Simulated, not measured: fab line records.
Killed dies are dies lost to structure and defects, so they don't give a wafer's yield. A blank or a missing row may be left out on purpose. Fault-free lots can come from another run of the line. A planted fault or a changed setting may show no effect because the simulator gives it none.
The same fault as seen by 2 desks / flow n5Finfet / each desk has only its own numbers; what lay behind them comes last

## DESK OF THE TOOL OWNER: rieDiel-01
The tool's own readings at N5_BEOL_M6_TRENCH_ETCH_37 (etches SiCOH lowk in C4F6/O2, target depth 94.435 nm, time 31.5 s): means of the sampled wafers that have a number, for each lot that ran on this tool. A lot is out of limits, marked OUT, if its mean lies more than 4 standard deviations from the usual mean; the brackets give that distance.
Columns: A = biasW at N5_BEOL_M6_TRENCH_ETCH_37, usual 185.1 W; B = drypumpMotorCurrentA at N5_BEOL_M6_TRENCH_ETCH_37, usual 5.6 A; C = oesProductAu at N5_BEOL_M6_TRENCH_ETCH_37, usual 0.81 a.u.; D = rfVppV at N5_BEOL_M6_TRENCH_ETCH_37, usual 674 V; E = showerheadPlenumPTorr at N5_BEOL_M6_TRENCH_ETCH_37, usual 2.86 Torr; F = throttleValvePct at N5_BEOL_M6_TRENCH_ETCH_37, usual 20.79 %
lot=L262; first seen here=day 9 16:00; A=185.5; B=5.6; C=0.84; D=693; E=2.92; F=20.72
lot=L271; first seen here=day 12 10:43; A=129.4 (-99 or more) OUT; B=5.6; C=0.70; D=530 (-6.9) OUT; E=2.93; F=20.70
lot=L272; first seen here=day 13 05:10; A=129.5 (-99 or more) OUT; B=5.3; C=0.71; D=513 (-7.7) OUT; E=2.89; F=20.61
This desk's finding: out of limits on L271, L272; first on L271, day 12 10:43 (biasW at N5_BEOL_M6_TRENCH_ETCH_37). L262: within limits.

## METROLOGY DESK
Lot by lot, what the gauges showed, no matter which tool ran the lot: averages of those sampled wafers that carry a number. A lot is out of limits, marked OUT, if its mean lies more than 4 standard deviations from the usual mean; the brackets give that distance.
Columns: A = trenchDepthNm at N5_BEOL_M6_OCD_MEAS_38, usual 94.3 nm; B = M6_THK at N5_BEOL_M6_THK_MEAS_53, usual 80.4 nm; C = M6_RS at N5_BEOL_M6_RS_MEAS_57, usual 0.286 ohm/sq
lot=L257; first seen here=day 8 13:59; A=98.1; B=84.2; C=0.271
lot=L262; first seen here=day 9 16:10; A=95.1; B=83.7; C=0.271
lot=L261; first seen here=day 9 17:40; A=96.0; B=82.7; C=0.281
lot=L263; first seen here=day 10 04:44; A=93.3; B=79.2; C=0.289
lot=L271; first seen here=day 12 10:52; A=83.8 (-4.6) OUT; B=68.5 (-4.1) OUT; C=0.344 (+5.3) OUT
lot=L272; first seen here=day 13 05:20; A=83.1 (-4.9) OUT; B=69.4; C=0.343 (+5.2) OUT
lot=L275; first seen here=day 13 14:48; A=93.2; B=79.6; C=0.288
lot=L278; first seen here=day 13 17:52; A=94.5; B=81.5; C=0.281
lot=L280; first seen here=day 15 09:59; A=93.3; B=79.3; C=0.291
This desk's finding: out of limits on L271, L272; first on L271, day 12 10:52 (trenchDepthNm at N5_BEOL_M6_OCD_MEAS_38). L257, L262, L261, L263, L275, L278, L280: within limits.

## PUT TOGETHER
The tool owner's desk had the chance to raise an alarm at day 12 10:43 on L271, L272.
At day 12 10:52 the metrology desk could have sounded an alarm, on L271, L272.
N5_BEOL_M6_TRENCH_ETCH_37 was run on rieDiel-01 by each of the lots named.

## WHAT THE SIMULATOR PUT IN
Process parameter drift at N5_BEOL_M6_TRENCH_ETCH_37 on rieDiel-01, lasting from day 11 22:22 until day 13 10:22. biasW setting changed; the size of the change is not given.
Lots struck among those shown: L271, L272.
Counting hours from when the fault started, the first reading out of limits came at 12 for the tool owner's desk and at 13 for the metrology desk.
